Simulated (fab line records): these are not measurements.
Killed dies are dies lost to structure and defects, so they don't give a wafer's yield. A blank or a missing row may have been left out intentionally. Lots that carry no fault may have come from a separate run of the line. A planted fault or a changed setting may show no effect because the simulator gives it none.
Which tool did it? ; flow nandHarc ; 72 wafers from 24 lots sampled at 6 of the route's 1302 steps

== WHAT THE GAUGES SHOWED, per wafer ==
The record lacks any reading of a measuring or inspecting step that a usual standard deviation could be used to judge.

== WHICH TOOL RAN EACH LOT (tool, then ch and the chambers of the sampled wafers, then the start) ==
lot;NHARC_A_STAIRCASE_ETCH_25;NHARC_A_STAIRCASE_STRIP_175;NHARC_A_STAIRCASE_TRIM_187;NHARC_A_STAIRCASE_ETCH_230;NHARC_A_STAIRCASE_ETCH_236;NHARC_A_STAIRCASE_HM_DEP_456
L075;rieDiel-06 ch 0,2,3, day 16 09:58 or earlier;plasmaAsher-02 ch 0,1, day 16 09:58;rieDiel-06 ch 0,3, day 16 11:24;rieDiel-06 ch 0,2,3, day 16 22:55 or earlier;rieDiel-06 ch 0,3, day 16 22:55 or earlier;aclDep-02 ch 0, day 16 22:55
L074;rieDiel-02 ch 1,2,3, day 16 21:06 or earlier;plasmaAsher-02 ch 0,1, day 16 21:06;rieDiel-02 ch 0,1, day 16 22:34;rieDiel-04 ch 2,3, day 17 11:27 or earlier;rieDiel-04 ch 0,2,3, day 17 11:27 or earlier;aclDep-02 ch 0, day 17 11:27
L077;rieDiel-04 ch 1,2,3, day 17 00:09 or earlier;plasmaAsher-01 ch 0,1, day 17 00:09;rieDiel-04 ch 0,1,3, day 17 01:37;rieDiel-04 ch 0,1, day 17 13:11 or earlier;rieDiel-04 ch 0,1, day 17 13:11 or earlier;aclDep-01 ch 0, day 17 13:11
L076;rieDiel-06 ch 1,2, day 17 00:37 or earlier;plasmaAsher-02 ch 0, day 17 00:37;rieDiel-04 ch 1,2,3, day 17 02:13;rieDiel-04 ch 0,2, day 17 14:31 or earlier;rieDiel-04 ch 0,1,2, day 17 14:31 or earlier;aclDep-02 ch 0, day 17 14:31
L078;rieDiel-06 ch 0,1,2, day 17 10:56 or earlier;plasmaAsher-01 ch 0, day 17 10:56;rieDiel-06 ch 0,2, day 17 12:30;rieDiel-04 ch 0,1,3, day 18 00:39 or earlier;rieDiel-04 ch 1,2,3, day 18 00:39 or earlier;aclDep-02 ch 0, day 18 00:39
L079;rieDiel-04 ch 2,3, day 17 11:14 or earlier;plasmaAsher-02 ch 0, day 17 11:14;rieDiel-04 ch 0,2, day 17 12:52;rieDiel-02 ch 0,1,3, day 18 02:28 or earlier;rieDiel-02 ch 1,2,3, day 18 02:28 or earlier;aclDep-02 ch 0, day 18 02:28
L080;rieDiel-02 ch 1,2,3, day 18 03:51 or earlier;plasmaAsher-01 ch 0,1, day 18 03:51;rieDiel-06 ch 0,1,2, day 18 05:19;rieDiel-02 ch 1,2,3, day 18 17:52 or earlier;rieDiel-02 ch 0,1, day 18 17:52 or earlier;aclDep-02 ch 0, day 18 17:52
L081;rieDiel-02 ch 0,1, day 19 02:26 or earlier;plasmaAsher-01 ch 0,1, day 19 02:26;rieDiel-02 ch 0,2,3, day 19 03:59;rieDiel-06 ch 0,1,2, day 19 12:48 or earlier;rieDiel-06 ch 0,1,3, day 19 12:48 or earlier;aclDep-01 ch 0, day 19 12:48
L083;rieDiel-04 ch 2,3, day 19 14:50 or earlier;plasmaAsher-02 ch 0,1, day 19 14:50;rieDiel-06 ch 0,1,2, day 19 16:29;rieDiel-04 ch 0,1,3, day 20 06:12 or earlier;rieDiel-04 ch 0,1,2, day 20 06:12 or earlier;aclDep-01 ch 0, day 20 06:12
L082;rieDiel-04 ch 0,1, day 19 15:01 or earlier;plasmaAsher-01 ch 1, day 19 15:01;rieDiel-04 ch 0,2,3, day 19 16:37;rieDiel-06 ch 1,2,3, day 20 07:52 or earlier;rieDiel-06 ch 0,3, day 20 07:52 or earlier;aclDep-03 ch 0, day 20 07:52
L086;rieDiel-04 ch 0,2,3, day 20 07:31 or earlier;plasmaAsher-01 ch 0,1, day 20 07:31;rieDiel-02 ch 2,3, day 20 08:58;rieDiel-06 ch 2,3, day 20 21:43 or earlier;rieDiel-06 ch 1,2, day 20 21:43 or earlier;aclDep-02 ch 0, day 20 21:43
L085;rieDiel-02 ch 0,2,3, day 20 08:08 or earlier;plasmaAsher-02 ch 0,1, day 20 08:08;rieDiel-02 ch 0,1,3, day 20 09:40;rieDiel-02 ch 0,1,2, day 20 21:03 or earlier;rieDiel-02 ch 0,1,2, day 20 21:03 or earlier;aclDep-03 ch 0, day 20 21:03
L084;rieDiel-06 ch 0,1,3, day 20 14:50 or earlier;plasmaAsher-02 ch 0,1, day 20 14:50;rieDiel-06 ch 1,2,3, day 20 16:28;rieDiel-06 ch 0,2, day 21 01:16 or earlier;rieDiel-06 ch 1,2, day 21 01:16 or earlier;aclDep-03 ch 0, day 21 01:16
L087;rieDiel-04 ch 1,2, day 21 22:40 or earlier;plasmaAsher-02 ch 0,1, day 21 22:40;rieDiel-04 ch 1,2,3, day 22 00:15;rieDiel-06 ch 2,3, day 22 09:02 or earlier;rieDiel-06 ch 1,2, day 22 09:02 or earlier;aclDep-03 ch 0, day 22 09:02
L088;rieDiel-06 ch 1,2,3, day 21 22:55 or earlier;plasmaAsher-02 ch 0,1, day 21 22:55;rieDiel-02 ch 0,2,3, day 22 00:31;rieDiel-06 ch 0,1,3, day 22 10:34 or earlier;rieDiel-06 ch 0,1,3, day 22 10:34 or earlier;aclDep-03 ch 0, day 22 10:34
L090;rieDiel-06 ch 0,2,3, day 22 07:16 or earlier;plasmaAsher-01 ch 0,1, day 22 07:16;rieDiel-02 ch 1,2,3, day 22 08:50;rieDiel-02 ch 1,2,3, day 22 23:12 or earlier;rieDiel-02 ch 0,1,3, day 22 23:12 or earlier;aclDep-01 ch 0, day 22 23:12
L089;rieDiel-02 ch 0,1,2, day 22 09:57 or earlier;plasmaAsher-01 ch 0,1, day 22 09:57;rieDiel-02 ch 0,2,3, day 22 11:31;rieDiel-04 ch 0,1,2, day 23 00:55 or earlier;rieDiel-04 ch 1,2,3, day 23 00:55 or earlier;aclDep-02 ch 0, day 23 00:55
L091;rieDiel-06 ch 0,2, day 23 09:09 or earlier;plasmaAsher-02 ch 0,1, day 23 09:09;rieDiel-06 ch 0,3, day 23 15:53;rieDiel-02 ch 2,3, day 24 05:39 or earlier;rieDiel-02 ch 0,3, day 24 05:39 or earlier;aclDep-02 ch 0, day 24 05:39
L093;rieDiel-06 ch 0,3, day 23 19:53 or earlier;plasmaAsher-01 ch 0,1, day 23 19:53;rieDiel-06 ch 0,1,2, day 23 21:35;rieDiel-02 ch 2,3, day 24 08:31 or earlier;rieDiel-02 ch 1,3, day 24 08:31 or earlier;aclDep-03 ch 0, day 24 08:31
L092;rieDiel-04 ch 0,1, day 23 20:34 or earlier;plasmaAsher-01 ch 0,1, day 23 20:34;rieDiel-04 ch 0,2,3, day 23 22:07;rieDiel-02 ch 0,1,2, day 24 09:56 or earlier;rieDiel-02 ch 1,3, day 24 09:56 or earlier;aclDep-01 ch 0, day 24 09:56
L094;rieDiel-02 ch 2,3, day 24 01:23 or earlier;plasmaAsher-01 ch 0,1, day 24 01:23;rieDiel-04 ch 0,1,2, day 24 03:00;rieDiel-06 ch 0,1,3, day 24 11:54 or earlier;rieDiel-06 ch 1,2,3, day 24 11:54 or earlier;aclDep-03 ch 0, day 24 11:54
L095;rieDiel-02 ch 0,1,3, day 24 12:11 or earlier;plasmaAsher-01 ch 0,1, day 24 12:11;rieDiel-06 ch 1,2,3, day 24 13:54;rieDiel-04 ch 0,1, day 25 02:31 or earlier;rieDiel-04 ch 1,2,3, day 25 02:31 or earlier;aclDep-01 ch 0, day 25 02:31
L097;rieDiel-06 ch 1,2,3, day 25 05:16 or earlier;plasmaAsher-01 ch 0,1, day 25 05:16;rieDiel-04 ch 0,1,3, day 25 06:50;rieDiel-02 ch 0,1, day 26 01:07 or earlier;rieDiel-02 ch 1,2, day 26 01:07 or earlier;aclDep-02 ch 0, day 26 01:07
L096;rieDiel-06 ch 1,2, day 25 08:58 or earlier;plasmaAsher-01 ch 0,1, day 25 08:58;rieDiel-02 ch 0,2, day 25 10:20;rieDiel-04 ch 0,1,2, day 25 20:31 or earlier;rieDiel-04 ch 0,1,3, day 25 20:31 or earlier;aclDep-03 ch 0, day 25 20:31
- NHARC_A_STAIRCASE_ETCH_25: etches the open film in C4F8/O2, target depth 100 nm, time 40.5 s.
- NHARC_A_STAIRCASE_STRIP_175: strips in O2.
- NHARC_A_STAIRCASE_TRIM_187: chemistry O2, time 211.2 s.
- NHARC_A_STAIRCASE_ETCH_230: etches the open film in C4F8/O2, target depth 100 nm, time 40.5 s.
- NHARC_A_STAIRCASE_ETCH_236: etches the open film in C4F8/O2, target depth 100 nm, time 40.5 s.
- NHARC_A_STAIRCASE_HM_DEP_456: deposits aC, target thk 3100 nm.

== AS READ BY THE TOOLS THEMSELVES (means over the sampled wafers that have a number; for cases with no such wafer, the mark the record gives instead) ==
NHARC_A_STAIRCASE_ETCH_25. Usual: chamberPressureMTorr 25.001 mTorr, standard deviation 0.022; oesProductAu 0.942 a.u., standard deviation 0.012; rfVppV 893 V, standard deviation 5.5.
lot;tool;chamberPressureMTorr (mTorr);oesProductAu (a.u.);rfVppV (V);flag
L075;rieDiel-06;25.019;0.942;897;
L074;rieDiel-02;24.986;0.946;892;
L077;rieDiel-04;24.992;0.935;890;
L076;rieDiel-06;24.990;0.923;895;
L078;rieDiel-06;25.025;0.945;895;
L079;rieDiel-04;25.007;0.937;890;
L080;rieDiel-02;25.025;0.955;891;
L081;rieDiel-02;24.996;0.954;889;
L083;rieDiel-04;24.982;0.927;888;
L082;rieDiel-04;24.972;0.940;889;
L086;rieDiel-04;24.999;0.937;889;
L085;rieDiel-02;25.015;0.939;892;
L084;rieDiel-06;24.982;0.941;899;
L087;rieDiel-04;24.986;0.933;890;
L088;rieDiel-06;25.007;0.951;898;
L090;rieDiel-06;24.999;0.934;897;
L089;rieDiel-02;24.999;0.945;892;
L091;rieDiel-06;24.988;0.939;894;
L093;rieDiel-06;24.992;0.936;902;
L092;rieDiel-04;24.999;0.960;889;
L094;rieDiel-02;24.997;0.948;891;
L095;rieDiel-02;25.005;0.943;888;
L097;rieDiel-06;25.000;0.944;898;
L096;rieDiel-06;25.016;0.939;893;

NHARC_A_STAIRCASE_STRIP_175. Usual: drypumpMotorCurrentA 5.8 A, standard deviation 0.44; heaterPowerW 338 W, standard deviation 17.
lot;tool;drypumpMotorCurrentA (A);heaterPowerW (W);flag
L075;plasmaAsher-02;5.5;356;
L074;plasmaAsher-02;5.3;341;
L077;plasmaAsher-01;6.2;334;
L076;plasmaAsher-02;5.7;354;
L078;plasmaAsher-01;6.0;313;
L079;plasmaAsher-02;5.7;357;
L080;plasmaAsher-01;6.1;325;
L081;plasmaAsher-01;6.2;335;
L083;plasmaAsher-02;5.3;346;
L082;plasmaAsher-01;6.2;344;
L086;plasmaAsher-01;6.1;333;
L085;plasmaAsher-02;5.3;345;
L084;plasmaAsher-02;5.3;345;
L087;plasmaAsher-02;5.3;338;
L088;plasmaAsher-02;5.5;355;
L090;plasmaAsher-01;6.1;325;
L089;plasmaAsher-01;6.2;330;
L091;plasmaAsher-02;5.5;355;
L093;plasmaAsher-01;6.1;333;
L092;plasmaAsher-01;6.2;330;
L094;plasmaAsher-01;6.2;328;
L095;plasmaAsher-01;6.2;332;
L097;plasmaAsher-01;6.1;327;
L096;plasmaAsher-01;6.2;331;

NHARC_A_STAIRCASE_TRIM_187. Usual: chamberPressureMTorr 60.00 mTorr, standard deviation 0.055; drypumpMotorCurrentA 5.95 A, standard deviation 0.26; oesProductAu 0.999 a.u., standard deviation 0.011; rfVppV 57.7 V, standard deviation 0.84; showerheadPlenumPTorr 3.45 Torr, standard deviation 0.16; throttleValvePct 17.036 %, standard deviation 0.0081.
lot;tool;chamberPressureMTorr (mTorr);drypumpMotorCurrentA (A);oesProductAu (a.u.);rfVppV (V);showerheadPlenumPTorr (Torr);throttleValvePct (%);flag
L075;rieDiel-06;59.98;5.59;1.010;57.1;3.71;17.023;
L074;rieDiel-02;60.01;5.87;1.002;57.5;3.35;17.032;
L077;rieDiel-04;60.02;5.93;1.010;57.2;3.34;17.031;
L076;rieDiel-04;60.00;6.08;0.995;56.9;3.35;17.036;
L078;rieDiel-06;60.03;5.89;0.982;57.4;3.45;17.041;
L079;rieDiel-04;60.04;5.97;0.987;57.5;3.35;17.034;
L080;rieDiel-06;60.00;5.80;0.995;57.4;3.53;17.026;
L081;rieDiel-02;60.00;6.04;0.989;57.7;3.40;17.041;
L083;rieDiel-06;60.05;5.82;0.993;57.7;3.52;17.044;
L082;rieDiel-04;59.99;5.96;1.000;57.6;3.32;17.033;
L086;rieDiel-02;60.05;6.11;0.995;57.7;3.47;17.036;
L085;rieDiel-02;60.03;5.98;0.991;57.8;3.34;17.039;
L084;rieDiel-06;60.00;6.02;0.999;58.4;3.60;17.037;
L087;rieDiel-04;60.03;6.07;0.990;57.2;3.33;17.034;
L088;rieDiel-02;59.94;6.06;1.002;57.7;3.39;17.027;
L090;rieDiel-02;60.02;6.02;1.004;58.3;3.40;17.039;
L089;rieDiel-02;60.01;6.06;1.003;57.7;3.38;17.033;
L091;rieDiel-06;60.02;5.57;1.000;58.6;3.68;17.038;
L093;rieDiel-06;60.01;5.81;1.009;58.2;3.50;17.040;
L092;rieDiel-04;60.00;6.00;1.002;57.2;3.49;17.043;
L094;rieDiel-04;60.01;5.92;1.005;58.1;3.34;17.035;
L095;rieDiel-06;60.01;6.01;1.001;57.7;3.58;17.033;
L097;rieDiel-04;59.93;5.93;1.013;57.7;3.49;17.041;
L096;rieDiel-02;59.99;6.00;0.989;57.1;3.37;17.035;

NHARC_A_STAIRCASE_ETCH_230. Usual: chamberPressureMTorr 25.004 mTorr, standard deviation 0.024; oesProductAu 0.943 a.u., standard deviation 0.02; rfVppV 893 V, standard deviation 5.6.
lot;tool;chamberPressureMTorr (mTorr);oesProductAu (a.u.);rfVppV (V);flag
L075;rieDiel-06;24.973;0.935;898;
L074;rieDiel-04;24.985;0.918;888;
L077;rieDiel-04;25.014;0.922;890;
L076;rieDiel-04;25.003;0.916;889;
L078;rieDiel-04;25.020;0.932;889;
L079;rieDiel-02;25.002;0.964;889;
L080;rieDiel-02;24.980;0.958;891;
L081;rieDiel-06;25.009;0.918;896;
L083;rieDiel-04;25.023;0.945;888;
L082;rieDiel-06;25.014;0.934;898;
L086;rieDiel-06;25.018;0.921;901;
L085;rieDiel-02;24.977;0.963;892;
L084;rieDiel-06;24.990;0.961;894;
L087;rieDiel-06;24.994;0.942;896;
L088;rieDiel-06;25.003;0.953;900;
L090;rieDiel-02;24.999;0.974;891;
L089;rieDiel-04;25.019;0.933;889;
L091;rieDiel-02;24.994;0.962;890;
L093;rieDiel-02;24.997;0.959;893;
L092;rieDiel-02;25.002;0.943;892;
L094;rieDiel-06;24.989;0.960;900;
L095;rieDiel-04;25.005;0.940;890;
L097;rieDiel-02;25.032;0.939;890;
L096;rieDiel-04;24.994;0.924;888;

NHARC_A_STAIRCASE_ETCH_236. Usual: chamberPressureMTorr 24.998 mTorr, standard deviation 0.023; oesProductAu 0.941 a.u., standard deviation 0.013; rfVppV 892 V, standard deviation 5.2.
lot;tool;chamberPressureMTorr (mTorr);oesProductAu (a.u.);rfVppV (V);flag
L075;rieDiel-06;25.000;0.942;902;
L074;rieDiel-04;24.978;0.945;889;
L077;rieDiel-04;25.011;0.934;889;
L076;rieDiel-04;24.996;0.937;890;
L078;rieDiel-04;24.996;0.932;890;
L079;rieDiel-02;25.007;0.945;892;
L080;rieDiel-02;24.976;0.942;889;
L081;rieDiel-06;25.014;0.939;900;
L083;rieDiel-04;24.996;0.934;890;
L082;rieDiel-06;24.982;0.927;900;
L086;rieDiel-06;25.006;0.940;895;
L085;rieDiel-02;24.991;0.945;890;
L084;rieDiel-06;24.969;0.963;896;
L087;rieDiel-06;25.018;0.936;896;
L088;rieDiel-06;24.994;0.948;900;
L090;rieDiel-02;24.999;0.947;889;
L089;rieDiel-04;24.972;0.939;889;
L091;rieDiel-02;24.988;0.937;888;
L093;rieDiel-02;25.003;0.925;889;
L092;rieDiel-02;24.992;0.937;888;
L094;rieDiel-06;24.993;0.955;897;
L095;rieDiel-04;24.995;0.951;895;
L097;rieDiel-02;24.981;0.922;891;
L096;rieDiel-04;25.002;0.953;895;

NHARC_A_STAIRCASE_HM_DEP_456. Usual: throttleValvePct 34.999 %, standard deviation 0.0091.
lot;tool;throttleValvePct (%);flag
L075;aclDep-02;35.003;
L074;aclDep-02;34.992;
L077;aclDep-01;34.998;
L076;aclDep-02;35.000;
L078;aclDep-02;34.996;
L079;aclDep-02;34.997;
L080;aclDep-02;34.996;
L081;aclDep-01;34.998;
L083;aclDep-01;35.000;
L082;aclDep-03;34.995;
L086;aclDep-02;34.987;
L085;aclDep-03;35.003;
L084;aclDep-03;35.002;
L087;aclDep-03;35.002;
L088;aclDep-03;35.009;
L090;aclDep-01;35.005;
L089;aclDep-02;35.001;
L091;aclDep-02;34.994;
L093;aclDep-03;34.997;
L092;aclDep-01;35.003;
L094;aclDep-03;34.999;
L095;aclDep-01;34.992;
L097;aclDep-02;35.006;
L096;aclDep-03;35.003;

== THE ANSWER, worked out from the rows above alone ==
Rule: take the mean of a lot's wafers that have a number; if it is more than 3 standard deviations from the usual mean, the lot is off. Also off: a lot with no number at a reading for which 4 or more lots have one. Any other lot the step has rows for is counted as sound. First the gauges in route order, then the tools' own readings, where a lot's mean is used as printed above. The first step at which some lot is off is used, and at that step the reading that is off furthest; a lot without a number counts as furthest.
Across all readings shown, no lot is off: no conclusion can be drawn from this.

== WHAT THE SIMULATOR HAD PUT IN ==
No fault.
